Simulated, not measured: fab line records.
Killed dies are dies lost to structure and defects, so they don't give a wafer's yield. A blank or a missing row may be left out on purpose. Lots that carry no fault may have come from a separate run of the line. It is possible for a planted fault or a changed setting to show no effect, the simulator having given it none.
Matching of chambers + flow nandHarc + 4 sister chambers for NHARC_A_BONDPAD_ETCH_34 on rieDiel-10
The step etches the open film in N2/H2, target depth 60 nm, overetch 18 nm, time 65.91 s. 18 wafers are shown with their chamber, then 9 later ones without.

## WAFERS WITH THEIR CHAMBER
| wafer  | chamber | drypumpMotorCurrentA (A) | rfVppV (V) | oesProductAu (a.u.) |
|--------|---------|--------------------------|------------|---------------------|
| L323.1 | 0       | 5.3                      | 428.0      | 1.010               |
| L323.2 | 3       | 5.6                      | 426.3      | 1.002               |
| L323.4 | 2       | 6.3                      | 433.2      | 1.010               |
| L328.3 | 1       | 6.3                      | 427.9      | 0.992               |
| L328.5 | 2       | 6.4                      | 433.8      | 1.021               |
| L328.6 | 3       | 5.6                      | 427.7      | 1.008               |
| L336.2 | 3       | 5.6                      | 428.0      | 1.021               |
| L336.3 | 1       | 6.3                      | 427.7      | 0.984               |
| L336.6 | 0       | 5.3                      | 426.3      | 1.018               |
| L337.3 | 3       | 5.6                      | 427.0      | 1.015               |
| L337.4 | 0       | 5.3                      | 427.8      | 1.032               |
| L337.6 | 0       | 5.3                      | 425.7      | 1.025               |
| L339.1 | 3       | 5.6                      | 426.2      | 1.026               |
| L339.2 | 2       | 6.4                      | 432.7      | 0.998               |
| L339.3 | 1       | 6.3                      | 428.8      | 0.981               |
| L340.2 | 3       | 5.6                      | 427.8      | 1.016               |
| L340.3 | 1       | 6.3                      | 429.0      | 0.976               |
| L340.6 | 3       | 5.6                      | 427.0      | 1.025               |

SIGNATURES (averages over the wafers above)
| reading              | chamber 0 | chamber 1 | chamber 2 | chamber 3 | scatter within a chamber |
|----------------------|-----------|-----------|-----------|-----------|--------------------------|
| drypumpMotorCurrentA | 5.300     | 6.300     | 6.367     | 5.600     | 0.0218                   |
| rfVppV               | 426.950   | 428.350   | 433.233   | 427.143   | 0.792                    |
| oesProductAu         | 1.02125   | 0.98325   | 1.00967   | 1.01614   | 0.009                    |
Rule: for each reading, subtract the chamber's mean from the wafer's reading, divide by that reading's scatter and square the result; add these up over the readings and take the root, which gives the wafer's distance from the chamber. If the next closest chamber is less than 2 further off than the closest, the wafer can't be placed; otherwise it belongs to the closest. The scatter: take each reading less its chamber's mean, square it, sum over the shown wafers, divide by the number of wafers less the number of chambers, and take the root.

## WAFERS WITHOUT THEIR CHAMBER
| wafer  | drypumpMotorCurrentA (A) | rfVppV (V) | oesProductAu (a.u.) |
|--------|--------------------------|------------|---------------------|
| L342.2 | 6.3                      | 428.8      | 0.975               |
| L342.3 | 5.3                      | 427.0      | 1.018               |
| L342.5 | 5.3                      | 425.9      | 1.015               |
| L344.3 | 6.3                      | 428.2      | 0.978               |
| L344.5 | 6.3                      | 431.6      | 0.999               |
| L344.6 | 5.6                      | 427.0      | 1.018               |
| L345.1 | 6.3                      | 429.4      | 0.993               |
| L345.3 | 5.2                      | 427.0      | 1.011               |
| L345.5 | 5.6                      | 427.6      | 1.014               |

## CHAMBER TAKEN BY EACH
| wafer  | from the rows above     | in truth |
|--------|-------------------------|----------|
| L342.2 | 1                       | 1        |
| L342.3 | 0                       | 0        |
| L342.5 | 0                       | 0        |
| L344.3 | 1                       | 1        |
| L344.5 | can't be placed: 2 or 1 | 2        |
| L344.6 | 3                       | 3        |
| L345.1 | 1                       | 1        |
| L345.3 | 0                       | 0        |
| L345.5 | 3                       | 3        |
8 of 9 placed correctly. Can't be placed from these rows: 1 (the true chamber is among the candidates in 1). Number placed wrongly: 0.
